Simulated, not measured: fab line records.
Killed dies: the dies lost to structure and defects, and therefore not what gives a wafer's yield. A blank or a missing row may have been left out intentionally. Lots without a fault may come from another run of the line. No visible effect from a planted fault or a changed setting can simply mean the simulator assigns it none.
Code-filled problem report in 8D (eight disciplines) form :: flow n5-finfet :: the parts of the form that need people (team, actions taken, sign-off) are left out

== 1. WHAT WENT WRONG ==
Mean of cd-nm at N5_BEOL_M2_CD_MEAS_28: 16.16 nm across 6 wafers in 2 lots; on wafers with no fault it is 26.17 nm (standard deviation 0.25). Measured from the usual mean, that is -40 standard deviations.
The step: target cd 26.2 nm, target cd y 24.1 nm.
First observed at day 9 22:17: wafer L777.3, on cd-sem-02. The record holds 27 wafers of 9 lots with a number at this step. Rule for "out", or "out of limits": more than 4 standard deviations from the usual mean. Any other wafer with a number is counted as sound.

== 2. WHAT IT IS; WHAT IT IS NOT ==
question: which readings at this step
is: cd-nm
is not: -

question: which lots
is: L777, L778
is not: L766, L767, L772, L776, L781, L786, L787

question: which wafers of those lots
is: all that have a number
is not: -

question: read on which gauges
is: cd-sem-01, cd-sem-02
is not: -

question: when
is: from day 9 22:17
is not: up to then (12 sound wafers); but 9 sound wafers of L781, L786, L787 came after

== 3. THE SUSPECTS, EACH WITH WHAT RULES IT OUT ==
Counting: a tool stays on the suspect list if, at a process step up to the reading, it processed all lots that are out and no sound lot following the first of them.
- ruled out: the gauge at N5_BEOL_M2_CD_MEAS_28. The wafers that are out were read on 2 gauges (cd-sem-01, cd-sem-02).
- rie-metal-03 at N5_BEOL_M2_HM_OPEN_17 (chemistry Cl2/BCl3, target TiN, target depth 20 nm, overetch 6 nm): ruled out as a lasting fault. Following L777 (day 9 21:41), the first lot on it that is out, the sound lots L781, L787 were run on it.
- euv-scanner-01 at N5_BEOL_M2_EXPOSE_25 (exposes mask V1, defocus 5 nm): ruled out as a lasting fault. Following L777 (day 9 22:10), the first lot on it that is out, the sound lots L787 were run on it.
Left after counting: nothing in the record.

== 4. THE CAUSE (what the simulator had put in) ==
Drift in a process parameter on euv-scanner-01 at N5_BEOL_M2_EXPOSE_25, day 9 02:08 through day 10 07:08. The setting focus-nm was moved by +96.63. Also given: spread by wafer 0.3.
Counting ruled it out, wrongly: the rule takes a fault to strike every lot that its tool runs from its start on, and this one did not.

== 5. THE EFFECT CHAIN, in route order ==
One row per reading whose mean, taken over the struck wafers that have a number, lies over 3 standard deviations from the usual. Only readings whose record carries a usual standard deviation are examined. hours: median over the lots of the time between each lot's start at the first step of this table that gives one and its start at this step. sigmas: the change, counted in usual standard deviations.
hours: 0
step: N5_BEOL_M2_EXPOSE_25
reading: exposure-dose-mJ-cm2
usual: 62.90
on struck wafers: 69.22
change: +6.32
sigmas: +90

hours: 0
step: N5_BEOL_M2_CD_MEAS_28
reading: cd-nm
usual: 26.17 nm
on struck wafers: 16.16
change: -10.01
sigmas: -40

hours: 138
step: N5_PASSIVATION_PROBE_49
reading: defect-limited-yield
usual: 91.5 %
on struck wafers: 0.0
change: -91.5
sigmas: -57

hours: 138
step: N5_PASSIVATION_PROBE_49
reading: killed_at_M0_to_M3
usual: 33
on struck wafers: 1119
change: +1086
sigmas: +99 or more

hours: 138
step: N5_PASSIVATION_PROBE_49
reading: killed-dies
usual: 101
on struck wafers: 1180
change: +1079
sigmas: +57

hours: 138
step: N5_PASSIVATION_PROBE_49
reading: killed-on-rim
usual: 13
on struck wafers: 152
change: +139
sigmas: +35

hours: 138
step: N5_PASSIVATION_PROBE_49
reading: sort_bin_5_function
usual: 5.0 %
on struck wafers: 18.0
change: +13.0
sigmas: +13

hours: 138
step: N5_PASSIVATION_PROBE_49
reading: sort-n-pass
usual: 1079
on struck wafers: 0
change: -1079
sigmas: -57

hours: 138
step: N5_PASSIVATION_PROBE_49
reading: sort-yield-pct
usual: 91.5 %
on struck wafers: 0.0
change: -91.5
sigmas: -57
Here are the process steps it includes:
- N5_BEOL_M2_EXPOSE_25: exposes mask V1, defocus 5 nm.
- N5_PASSIVATION_PROBE_49
At these later measuring or inspecting steps, every struck wafer for which the step has a row has a number for every such reading, and none has moved that far: N5_BEOL_M2_INSPECT_30.

== 6. WHAT WOULD HAVE CAUGHT IT SOONER ==
20 hours passed between the start of the fault at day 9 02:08 and the first reading out of limits at a measuring or inspecting step in this record, taken at day 9 22:17.
Tool's own readings at N5_BEOL_M2_EXPOSE_25, exposure-dose-mJ-cm2: out on all struck wafers the step has rows for; an alarm limit on them would have tripped on the first.
